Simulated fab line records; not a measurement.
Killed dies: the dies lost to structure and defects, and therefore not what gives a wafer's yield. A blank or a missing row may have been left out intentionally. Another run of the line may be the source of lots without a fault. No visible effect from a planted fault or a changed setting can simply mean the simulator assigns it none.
Chamber matching    flow nandHarc    rieDiel-06 running NHARC_A_STAIRCASE_DESCUM_186: 4 sister chambers
The step chemistry O2, time 3 s. 18 wafers are shown with their chamber, then 9 later ones without.

== WAFERS, EACH WITH ITS CHAMBER ==
wafer   chamber  drypumpMotorCurrentA (A)  showerheadPlenumPTorr (Torr)  oesProductAu (a.u.)
L076.2  0        5.0                       2.05                          0.999
L076.5  3        6.0                       1.95                          0.989
L076.6  0        5.0                       2.05                          0.996
L079.1  2        5.4                       1.84                          0.994
L079.2  3        5.9                       1.95                          0.992
L079.3  1        5.3                       1.89                          0.981
L080.1  2        5.4                       1.84                          0.998
L080.3  1        5.2                       1.89                          0.975
L080.5  3        5.9                       1.94                          0.999
L086.1  2        5.4                       1.83                          0.990
L086.3  3        5.9                       1.94                          0.997
L086.4  1        5.3                       1.88                          0.971
L089.1  0        5.0                       2.04                          0.981
L089.3  1        5.2                       1.88                          0.993
L089.6  3        5.9                       1.94                          0.979
L090.2  3        5.9                       1.93                          0.983
L090.3  0        5.0                       2.04                          0.982
L090.6  1        5.3                       1.88                          0.991

SIGNATURES (averages over the wafers above)
reading                chamber 0  chamber 1  chamber 2  chamber 3  scatter within a chamber
drypumpMotorCurrentA   5.000      5.260      5.400      5.917      0.0381
showerheadPlenumPTorr  2.0450     1.8840     1.8367     1.9417     0.00638
oesProductAu           0.98950    0.98220    0.99400    0.98983    0.00833
Rule: for each reading, subtract the chamber's mean from the wafer's reading, divide by that reading's scatter and square the result; add these up over the readings and take the root, which gives the wafer's distance from the chamber. If the next closest chamber is less than 2 further off than the closest, the wafer can't be placed; otherwise it belongs to the closest. The scatter is the square root of a quotient: the sum, over the shown wafers, of each reading's squared deviation from its chamber's mean, divided by wafers minus chambers.

== WAFERS WITH NO CHAMBER GIVEN ==
wafer   drypumpMotorCurrentA (A)  showerheadPlenumPTorr (Torr)  oesProductAu (a.u.)
L091.1  5.9                       1.93                          0.984
L091.2  5.2                       1.88                          1.003
L091.3  5.4                       1.83                          0.995
L096.2  5.2                       1.87                          1.013
L096.3  5.9                       1.93                          0.987
L096.4  5.4                       1.83                          1.000
L095.3  5.4                       1.83                          1.006
L095.5  5.2                       1.87                          1.005
L095.6  5.4                       1.82                          0.997

== EACH ONE'S CHAMBER ==
wafer   from the rows above  in truth
L091.1  3                    3
L091.2  1                    1
L091.3  2                    2
L096.2  1                    1
L096.3  3                    3
L096.4  2                    2
L095.3  2                    2
L095.5  1                    1
L095.6  2                    2
Correct placement for 9 of the 9. From these rows, 0 cannot be placed. Placed wrongly: 0.
